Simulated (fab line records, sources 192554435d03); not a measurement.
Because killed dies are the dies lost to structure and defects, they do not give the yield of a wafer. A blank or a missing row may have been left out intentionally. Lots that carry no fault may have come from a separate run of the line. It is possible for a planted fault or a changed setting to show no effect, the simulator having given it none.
fab line records | flow n5_finfet | part 1 of 2: steps 1 to 20 of 28
record: lots: 5 wafers: 15 last_day: 17
route steps=1938 shown BEOL_M14@1769 BEOL_M15@1773
lots with no fault: from the same line, run without faults
start_h: hours from the record's first day to the start of the lot's first wafer shown | wait_h: hours since the lot's step before | " identical to the entry in the row above | L1.1+2: one row covering several wafers at once | - no value present, or no start provided | * or withheld: withheld | < > ~ a bound
route shown NAME@n: names a module that has steps shown in the file, with the first one's number in the route | usual: the fault-free wafers' mean and standard deviation | same: alike in all rows | chamber/n: place in a boat | sites: each site's reading | _std_site: how widely they spread, as a standard deviation | _edge_site: mean of outer sites minus mean of inner sites | radius_mm: for every site, how far away it sits from the centre of the wafer | mask NAME#n: copy n | behind: the most recent tool/chamber to have shaped the wafer | hold: the reason the lot was held/the length of the hold in hours/how it ended | device: transistor that didn't switch, given as n, p or np | end of line: tests of these same wafers at the route's end | step lacking rows: just its recipe | killed: at the first sort, the dies lost to defects and structure; wafer yield is something else | map: shows each die of a wafer: x if killed, . if not, _ if none is there
set.NAME: the run value of the setting; set.NAME@STEP: its run value at that earlier step | model.NAME: the simulator's own value behind a step, which no gauge read
lots seen at some steps along the route; tables by step, rows by wafer
services: the hour from which a tool's chamber was out of use, counted from the record's first day as start_h (under 0 if before that day), plus the number of hours and why
== steps ==
step: N5_BEOL_M14_PRE_CLEAN_52
recipe: gas: NH3 time_s: 15 temp_c: withheld rf_power_w: 300
columns lot.wafer tool chamber start_h wait_h
L079.4+5+6 pecvd-01 2,0,1 280.33 0.0
L088.3+4+6 pecvd-04 0,2,1 330.49 0.0
L091.2+4+5 pecvd-01 2,2,1 367.78 0.0
L094.3+4+6 pecvd-03 2,0,1 377.85 0.0
L096.3+4+5 pecvd-03 0,0,2 385.52 0.0
step: N5_BEOL_M14_DEP_53
recipe: material: SiCN target_thk_a: 500 temp_c: withheld precursor: 3MS/NH3 pressure_torr: 3 rf_w: 675 time_s: 17.8
usual: showerhead_plenum_p_Torr: 4.154/0.015 throttle_valve_pct: 17.9/0.89
columns lot.wafer tool chamber start_h wait_h showerhead_plenum_p_Torr throttle_valve_pct
L079.4 pecvd-01 2 280.36 0.0 4.159 17.8
L079.5 " 0 " " 4.178 17.2
L079.6 " 1 " " 4.171 19.0
L088.3 pecvd-04 0 330.51 0.0 4.168 17.8
L088.4 " 2 " " 4.138 18.2
L088.6 " 1 " " 4.141 18.0
L091.2 pecvd-01 2 367.80 0.0 4.156 18.0
L091.4 " 2 " " 4.167 18.3
L091.5 " 1 " " 4.154 18.9
L094.3 pecvd-03 2 377.87 0.0 4.145 16.2
L094.4 " 0 " " 4.168 17.7
L094.6 " 1 " " 4.141 19.5
L096.3 pecvd-03 0 385.55 0.0 4.169 18.2
L096.4 " 0 " " 4.159 18.3
L096.5 " 2 " " 4.154 16.4
step: N5_BEOL_M14_RS_MEAS_54
recipe: thk_meas_gauge: four-point-probe reads: Cu_of_BEOL_M14_ECD_47+Ta_of_BEOL_M14_SPUTTER_44+TaN_of_BEOL_M14_SPUTTER_43
usual: M14_RS: 0.0332/0.00076
columns lot.wafer tool chamber start_h wait_h M14_RS[ohm/sq]
L079.4 film_metro-02 - 280.41 0.0 0.0340
L079.5 " - " " 0.0320
L079.6 " - " " 0.0333
L088.3 film_metro-02 - 330.58 0.1 0.0331
L088.4 " - " " 0.0339
L088.6 " - " " 0.0339
L091.2 film_metro-02 - 367.87 0.1 0.0331
L091.4 " - " " 0.0331
L091.5 " - " " 0.0343
L094.3 film_metro-02 - 377.94 0.1 0.0333
L094.4 " - " " 0.0339
L094.6 " - " " 0.0328
L096.3 film_metro-01 - 385.61 0.1 0.0328
L096.4 " - " " 0.0326
L096.5 " - " " 0.0327
step: N5_BEOL_M14_INSPECT_55
recipe: inspect_instrument: darkfield mode: post_dep
usual: raw_defect_count: 66/22
columns lot.wafer tool chamber start_h wait_h raw_defect_count
L079.4 defect_inspect-02 - 280.44 0.0 58
L079.5 " - " " 61
L079.6 " - " " 69
L088.3 defect_inspect-01 - 330.61 0.0 81
L088.4 " - " " 50
L088.6 " - " " 80
L091.2 defect_inspect-01 - 367.90 0.0 61
L091.4 " - " " 86
L091.5 " - " " 46
L094.3 defect_inspect-01 - 377.97 0.0 58
L094.4 " - " " 61
L094.6 " - " " 50
L096.3 defect_inspect-02 - 385.64 0.0 47
L096.4 " - " " 86
L096.5 " - " " 105
step: N5_BEOL_M15_ILD_DEP_00
recipe: material: SiO2 target_thk_a: 16293 temp_c: 400 precursor: TEOS/O2 pressure_torr: 6.5 rf_w: 900 teos_flow_sccm: 161.4 gas: O2 flow_sccm: 2650 time_s: 346.1
usual: heater_power_w: 520/79 showerhead_plenum_p_Torr: 8.323/0.022 throttle_valve_pct: 17.8/1.1
columns lot.wafer tool chamber start_h wait_h heater_power_w showerhead_plenum_p_Torr throttle_valve_pct
L079.4 pecvd-04 0 280.58 0.1 553 8.355 18.3
L079.5 " 2 " " 627 8.289 18.5
L079.6 " 1 " " 510 8.314 18.9
L088.3 pecvd-03 2 330.64 0.0 600 8.348 16.9
L088.4 " 2 " " 444 8.316 16.5
L088.6 " 0 " " 460 8.358 18.5
L091.2 pecvd-04 1 367.93 0.0 420 8.304 18.6
L091.4 " 0 " " 426 8.355 18.4
L091.5 " 2 " " 507 8.333 18.9
L094.3 pecvd-02 0 378.00 0.0 534 8.283 17.3
L094.4 " 1 " " 532 8.320 17.5
L094.6 " 2 " " 542 8.321 15.9
L096.3 pecvd-03 0 385.68 0.0 568 8.353 18.4
L096.4 " 1 " " 385 8.317 20.0
L096.5 " 0 " " 477 8.352 18.6
step: N5_BEOL_M15_THK_MEAS_01
recipe: reads: SiO2_of_BEOL_M15_ILD_DEP_00
usual: M15_ILD_THK: 1629/26
columns lot.wafer tool chamber start_h wait_h M15_ILD_THK[nm]
L079.4 film_metro-01 - 280.73 0.0 1645
L079.5 " - " " 1632
L079.6 " - " " 1647
L088.3 film_metro-01 - 330.90 0.1 1649
L088.4 " - " " 1670
L088.6 " - " " 1653
L091.2 film_metro-02 - 368.18 0.1 1591
L091.4 " - " " 1643
L091.5 " - " " 1625
L094.3 film_metro-01 - 378.25 0.1 1600
L094.4 " - " " 1676
L094.6 " - " " 1644
L096.3 film_metro-01 - 385.93 0.1 1631
L096.4 " - " " 1666
L096.5 " - " " 1661
step: N5_BEOL_M15_COAT_58
recipe: resist: BARC temp_c: 205 time_s: 60 spin_rpm: 1500 resist_thk_nm: 89
usual: exhaust_pa: 45.0/0.81 resist_line_temp_C: 23.00/0.12
columns lot.wafer tool chamber start_h wait_h exhaust_pa resist_line_temp_C
L079.4 litho_track-02 0 280.76 0.0 46.1 23.08
L079.5 " 0 " " 45.8 22.99
L079.6 " 0 " " 44.3 23.02
L088.3 litho_track-02 0 330.93 0.0 45.8 23.03
L088.4 " 0 " " 43.5 23.04
L088.6 " 0 " " 45.8 23.27
L091.2 litho_track-05 0 368.22 0.0 44.6 22.85
L091.4 " 0 " " 45.1 22.84
L091.5 " 0 " " 44.4 22.81
L094.3 litho_track-05 0 378.29 0.0 44.6 22.88
L094.4 " 0 " " 45.0 22.99
L094.6 " 0 " " 45.6 22.96
L096.3 litho_track-02 0 385.96 0.0 45.1 22.99
L096.4 " 0 " " 44.8 22.90
L096.5 " 0 " " 45.6 22.96
step: N5_BEOL_M15_COAT_04
recipe: spin_rpm: 1704 resist_thk_nm: 800
usual: exhaust_pa: 45.0/0.92 resist_line_temp_C: 22.99/0.11
columns lot.wafer tool chamber start_h wait_h exhaust_pa resist_line_temp_C
L079.4 litho_track-02 0 - - 45.3 22.84
L079.5 " 0 " " 43.6 22.94
L079.6 " 0 " " 45.2 23.03
L088.3 litho_track-02 0 - - 46.1 22.93
L088.4 " 0 " " 45.9 22.83
L088.6 " 0 " " 45.4 22.72
L091.2 litho_track-05 0 - - 45.5 22.81
L091.4 " 0 " " 45.8 22.78
L091.5 " 0 " " 45.9 22.79
L094.3 litho_track-05 0 - - 46.6 22.99
L094.4 " 0 " " 46.4 22.96
L094.6 " 0 " " 46.5 23.00
L096.3 litho_track-02 0 - - 43.5 23.26
L096.4 " 0 " " 44.3 22.96
L096.5 " 0 " " 44.2 22.90
step: N5_BEOL_M15_EBR_06
recipe: solvent: PGMEA ebr_width_mm: 1.5
usual: exhaust_pa: 45.0/0.8 resist_line_temp_C: 23.02/0.094
columns lot.wafer tool chamber start_h wait_h exhaust_pa resist_line_temp_C
L079.4 litho_track-02 0 - - 44.8 23.09
L079.5 " 0 " " 44.3 23.12
L079.6 " 0 " " 46.3 23.01
L088.3 litho_track-02 0 - - 44.1 23.15
L088.4 " 0 " " 43.9 22.95
L088.6 " 0 " " 44.8 22.94
L091.2 litho_track-05 0 - - 45.1 22.94
L091.4 " 0 " " 46.0 23.10
L091.5 " 0 " " 44.6 23.10
L094.3 litho_track-05 0 - - 45.7 23.03
L094.4 " 0 " " 45.8 22.98
L094.6 " 0 " " 44.1 22.87
L096.3 litho_track-02 0 - - 43.9 23.00
L096.4 " 0 " " 43.0 22.99
L096.5 " 0 " " 42.7 23.03
step: N5_BEOL_M15_SOFTBAKE_05
recipe: temp_c: 130 time_s: 60
usual: exhaust_pa: 45.0/0.98 resist_line_temp_C: 22.99/0.13
columns lot.wafer tool chamber start_h wait_h exhaust_pa resist_line_temp_C
L079.4 litho_track-02 0 - - 44.1 22.91
L079.5 " 0 " " 44.2 22.82
L079.6 " 0 " " 45.1 22.77
L088.3 litho_track-02 0 - - 47.1 22.95
L088.4 " 0 " " 47.4 23.05
L088.6 " 0 " " 47.0 23.07
L091.2 litho_track-05 0 - - 44.2 23.02
L091.4 " 0 " " 44.0 23.02
L091.5 " 0 " " 43.5 23.05
L094.3 litho_track-05 0 - - 46.0 22.95
L094.4 " 0 " " 45.5 23.03
L094.6 " 0 " " 45.7 23.08
L096.3 litho_track-02 0 - - 45.6 22.85
L096.4 " 0 " " 46.8 22.98
L096.5 " 0 " " 47.0 23.13
step: N5_BEOL_M15_EXPOSE_07
recipe: mask_id: V14 na: 0.8 source_shape: annular sigma_inner: 0.5 sigma_outer: 0.8 polarization: unpolarized attpsm_phase_deg: 180 dose_mj: 41.25
columns lot.wafer tool chamber start_h wait_h mask
L079.4+5+6 krf_scanner-01 0 281.03 - V14#0
L088.3+4+6 krf_scanner-01 0 331.16 - V14#0
L091.2+4+5 krf_scanner-01 0 368.32 - V14#0
L094.3+4+6 krf_scanner-02 0 378.40 - V14#0
L096.3+4+5 krf_scanner-01 0 386.19 - V14#0
step: N5_BEOL_M15_PEB_08
recipe: peb_temp_c: 130 peb_time_s: 90
usual: exhaust_pa: 45.1/0.86 resist_line_temp_C: 22.99/0.11
columns lot.wafer tool chamber start_h wait_h exhaust_pa resist_line_temp_C
L079.4 litho_track-02 0 281.08 0.0 43.7 22.97
L079.5 " 0 " " 44.6 22.87
L079.6 " 0 " " 44.4 22.93
L088.3 litho_track-01 0 331.21 0.0 46.5 23.13
L088.4 " 0 " " 45.1 23.06
L088.6 " 0 " " 44.9 23.10
L091.2 litho_track-02 0 368.37 0.0 45.3 23.20
L091.4 " 0 " " 45.7 23.05
L091.5 " 0 " " 46.7 23.16
L094.3 litho_track-05 0 378.44 0.0 44.5 22.84
L094.4 " 0 " " 44.8 22.95
L094.6 " 0 " " 43.7 22.85
L096.3 litho_track-02 0 386.24 0.0 44.8 22.86
L096.4 " 0 " " 45.5 22.63
L096.5 " 0 " " 46.0 22.82
step: N5_BEOL_M15_DEVELOP_09
recipe: develop_time_s: 45 rinse_liquid: diw dry: air_spin dev_temp_c: 21
usual: exhaust_pa: 45.0/0.82 resist_line_temp_C: 23.01/0.1
columns lot.wafer tool chamber start_h wait_h exhaust_pa resist_line_temp_C
L079.4 litho_track-02 0 - - 44.5 22.96
L079.5 " 0 " " 44.0 23.10
L079.6 " 0 " " 45.3 23.09
L088.3 litho_track-01 0 - - 44.4 23.05
L088.4 " 0 " " 44.5 23.01
L088.6 " 0 " " 46.8 23.00
L091.2 litho_track-02 0 - - 44.6 23.08
L091.4 " 0 " " 44.1 22.82
L091.5 " 0 " " 43.8 22.93
L094.3 litho_track-05 0 - - 42.6 22.95
L094.4 " 0 " " 43.5 22.94
L094.6 " 0 " " 43.9 22.90
L096.3 litho_track-02 0 - - 46.1 23.05
L096.4 " 0 " " 47.0 22.89
L096.5 " 0 " " 46.2 22.97
step: N5_BEOL_M15_HARDBAKE_14
recipe: temp_c: 130 time_s: 120
usual: exhaust_pa: 45.1/0.83 resist_line_temp_C: 23.00/0.11
columns lot.wafer tool chamber start_h wait_h exhaust_pa resist_line_temp_C
L079.4 litho_track-02 0 - - 43.5 22.96
L079.5 " 0 " " 44.3 23.05
L079.6 " 0 " " 45.1 22.95
L088.3 litho_track-01 0 - - 44.1 22.85
L088.4 " 0 " " 45.0 22.59
L088.6 " 0 " " 45.4 22.90
L091.2 litho_track-02 0 - - 44.2 23.06
L091.4 " 0 " " 43.8 22.96
L091.5 " 0 " " 44.7 22.90
L094.3 litho_track-05 0 - - 43.9 23.09
L094.4 " 0 " " 45.5 23.20
L094.6 " 0 " " 44.9 23.20
L096.3 litho_track-02 0 - - 46.3 22.85
L096.4 " 0 " " 44.9 22.90
L096.5 " 0 " " 46.2 23.01
step: N5_BEOL_M15_CD_MEAS_10
recipe: target_cd_nm: 360 landing_energy_ev: 500 detector: se_inlens polarity: opening
usual: cd_nm: 362.1/2.6
columns lot.wafer tool chamber start_h wait_h cd_nm
L079.4 cd_sem-03 0 281.19 - 361.5
L079.5 " 0 " " 360.7
L079.6 " 0 " " 363.6
L088.3 cd_sem-02 0 331.33 - 363.9
L088.4 " 0 " " 362.1
L088.6 " 0 " " 364.3
L091.2 cd_sem-01 0 368.49 - 361.0
L091.4 " 0 " " 363.8
L091.5 " 0 " " 362.9
L094.3 cd_sem-02 0 378.56 - 357.0
L094.4 " 0 " " 357.9
L094.6 " 0 " " 362.3
L096.3 cd_sem-02 0 386.36 - 363.9
L096.4 " 0 " " 362.4
L096.5 " 0 " " 362.8
step: N5_BEOL_M15_OVL_MEAS_11
recipe: points_per_wafer: 44
usual: V14_OVL: 0/5
columns lot.wafer tool chamber start_h wait_h V14_OVL[nm]
L079.4 overlay-01 0 281.22 0.0 -5
L079.5 " 0 " " 4
L079.6 " 0 " " 2
L088.3 overlay-02 0 331.35 0.0 8
L088.4 " 0 " " 2
L088.6 " 0 " " 10
L091.2 overlay-02 0 368.52 0.0 4
L091.4 " 0 " " 3
L091.5 " 0 " " 6
L094.3 overlay-02 0 378.59 0.0 1
L094.4 " 0 " " -2
L094.6 " 0 " " -3
L096.3 overlay-01 0 386.38 0.0 3
L096.4 " 0 " " 11
L096.5 " 0 " " 6
step: N5_BEOL_M15_INSPECT_12
recipe: mode: adi inspect_instrument: macro
usual: raw_defect_count: 2.3/1.5
columns lot.wafer tool chamber start_h wait_h raw_defect_count
L079.4 defect_inspect-02 - 281.25 0.0 1
L079.5 " - " " 1
L079.6 " - " " 5
L088.3 defect_inspect-02 - 331.38 0.0 1
L088.4 " - " " 5
L088.6 " - " " 1
L091.2 defect_inspect-02 - 368.54 0.0 5
L091.4 " - " " 2
L091.5 " - " " 3
L094.3 defect_inspect-02 - 378.61 0.0 2
L094.4 " - " " 4
L094.6 " - " " 0
L096.3 defect_inspect-01 - 386.41 0.0 2
L096.4 " - " " 4
L096.5 " - " " 1
step: N5_BEOL_M15_DESCUM_15
recipe: chemistry: O2 time_s: 7.9 source_power_w: 50 bias_power_w: 20 pressure_mtorr: 20 rf_frequency_hz: 2.712e+07 temp_c: 40 o2_flow_sccm: 225
usual: drypump_motor_current_A: 5.7/0.44 o2_flow_sccm: 225.0/0.6 oes_product_au: 0.76/0.088 rf_vpp_V: 242.7/1.3 showerhead_plenum_p_Torr: 2.06/0.076 throttle_valve_pct: 20.55/0.25
columns lot.wafer tool chamber start_h wait_h drypump_motor_current_A o2_flow_sccm oes_product_au rf_hours_counter_h rf_vpp_V showerhead_plenum_p_Torr throttle_valve_pct
L079.4 rie_diel-01 2 281.28 0.0 6.1 225.1 0.73 188 244.2 2.17 20.20
L079.5 " 0 " " 6.4 225.5 0.70 - 242.7 2.09 20.40
L079.6 " 3 " " 6.1 225.4 0.70 - 243.2 1.99 21.15
L088.3 rie_diel-01 2 331.41 0.0 6.1 226.0 0.70 203 245.7 2.16 20.22
L088.4 " 1 " " 5.3 225.5 0.72 200 242.5 1.96 20.48
L088.6 " 0 " " 6.4 225.2 0.69 - 244.3 2.08 20.43
L091.2 rie_diel-03 3 368.58 0.0 5.2 224.9 0.70 212 241.7 1.98 20.64
L091.4 " 3 " " 5.2 225.6 0.70 - 241.1 1.98 20.63
L091.5 " 1 " " 5.1 224.6 0.89 - 242.0 2.03 20.52
L094.3 rie_diel-02 2 378.64 0.0 5.9 225.0 0.73 193 242.4 2.07 20.45
L094.4 " 0 " " 5.6 224.8 0.84 54 244.6 2.13 20.19
L094.6 " 0 " " 5.6 225.4 0.84 - 243.2 2.13 20.19
L096.3 rie_diel-02 1 386.44 0.0 5.6 225.6 0.72 203 240.0 1.99 20.81
L096.4 " 3 " " 5.4 225.2 0.77 134 242.6 2.12 20.45
L096.5 " 3 " " 5.3 224.7 0.77 - 243.8 2.12 20.44
step: N5_BEOL_M15_ETCH_59
recipe: chemistry: N2/H2 target: BARC target_depth_a: 890 overetch_a: 267 time_s: 67.9 ion_energy_ev: 200 pressure_mtorr: 30 source_w: 840 bias_w: 150 n2_flow_sccm: 200 h2_flow_sccm: 200
usual: drypump_motor_current_A: 5.7/0.43 oes_product_au: 0.66/0.07 rf_vpp_V: 522.8/2.4 showerhead_plenum_p_Torr: 2.50/0.086 throttle_valve_pct: 18.00/0.26
columns lot.wafer tool chamber start_h wait_h drypump_motor_current_A oes_product_au rf_hours_counter_h rf_vpp_V showerhead_plenum_p_Torr throttle_valve_pct
L079.4 rie_diel-01 2 281.31 0.0 6.2 0.62 188 524.4 2.63 17.69
L079.5 " 0 " " 6.4 0.62 - 524.1 2.50 17.68
L079.6 " 3 " " 6.0 0.60 - 520.4 2.40 18.44
L088.3 rie_diel-01 2 331.45 0.0 6.1 0.61 203 526.4 2.63 17.72
L088.4 " 1 " " 5.3 0.62 200 519.4 2.42 18.22
L088.6 " 0 " " 6.4 0.61 - 524.0 2.50 17.70
L091.2 rie_diel-03 3 368.61 0.0 5.2 0.61 212 518.8 2.41 18.07
L091.4 " 3 " " 5.2 0.61 - 520.9 2.40 18.08
L091.5 " 1 " " 5.1 0.74 - 520.6 2.50 18.11
L094.3 rie_diel-02 2 378.68 0.0 5.9 0.61 193 524.3 2.52 17.98
L094.4 " 0 " " 5.6 0.72 54 525.6 2.59 17.63
L094.6 " 0 " " 5.6 0.72 - 523.7 2.59 17.63
L096.3 rie_diel-02 1 386.48 0.0 5.6 0.63 203 520.7 2.41 18.20
L096.4 " 3 " " 5.4 0.66 134 523.9 2.53 17.66
L096.5 " 3 " " 5.3 0.66 - 524.7 2.53 17.64
step: N5_BEOL_M15_VIA_ETCH_16
recipe: chemistry: C4F8/O2/Ar target: SiO2 he_inner_torr: 15 he_outer_torr: 30 target_depth_a: 17922 time_s: withheld ion_energy_ev: 800 pressure_mtorr: 20 source_w: 1905 bias_w: 2040 Ar_flow_sccm: 400 C4F8_flow_sccm: 16 O2_flow_sccm: 12 ends: cleared
usual: O2_flow_sccm: 12.00/0.041 drypump_motor_current_A: 5.7/0.44 oes_o_777_au: 0.77/0.078 oes_product_au: 0.69/0.079 rf_vpp_V: 2222/49 showerhead_plenum_p_Torr: 3.38/0.11 throttle_valve_pct: 30.9/0.34
columns lot.wafer tool chamber start_h wait_h O2_flow_sccm drypump_motor_current_A oes_o_777_au oes_product_au rf_vpp_V showerhead_plenum_p_Torr throttle_valve_pct
L079.4 rie_diel-01 2 281.36 0.0 12.00 6.1 0.75 0.64 2227 3.52 30.2
L079.5 " 0 " " 11.95 6.4 0.75 0.64 2276 3.38 30.5
L079.6 " 3 " " 12.03 6.1 0.75 0.63 2170 3.26 31.5
L088.3 rie_diel-01 2 331.50 0.0 11.96 6.1 0.74 0.64 2225 3.52 30.2
L088.4 " 1 " " 12.00 5.3 0.69 0.66 2299 3.25 31.0
L088.6 " 0 " " 11.99 6.4 0.75 0.64 2275 3.38 30.5
L091.2 rie_diel-03 3 368.66 0.0 12.04 5.2 0.70 0.62 2131 3.27 31.1
L091.4 " 3 " " 12.03 5.2 0.70 0.63 2135 3.27 31.0
L091.5 " 1 " " 12.05 5.1 0.84 0.80 2193 3.37 31.2
L094.3 rie_diel-02 2 378.73 0.0 12.03 5.9 0.69 0.64 2206 3.43 30.9
L094.4 " 0 " " 11.99 5.6 0.82 0.77 2238 3.52 30.8
L094.6 " 0 " " 12.03 5.6 0.81 0.76 2238 3.52 30.8
L096.3 rie_diel-02 1 386.53 0.0 12.00 5.6 0.73 0.64 2182 3.29 31.3
L096.4 " 3 " " 11.95 5.3 0.77 0.70 2249 3.45 30.8
L096.5 " 3 " " 11.94 5.4 0.77 0.70 2247 3.45 30.8
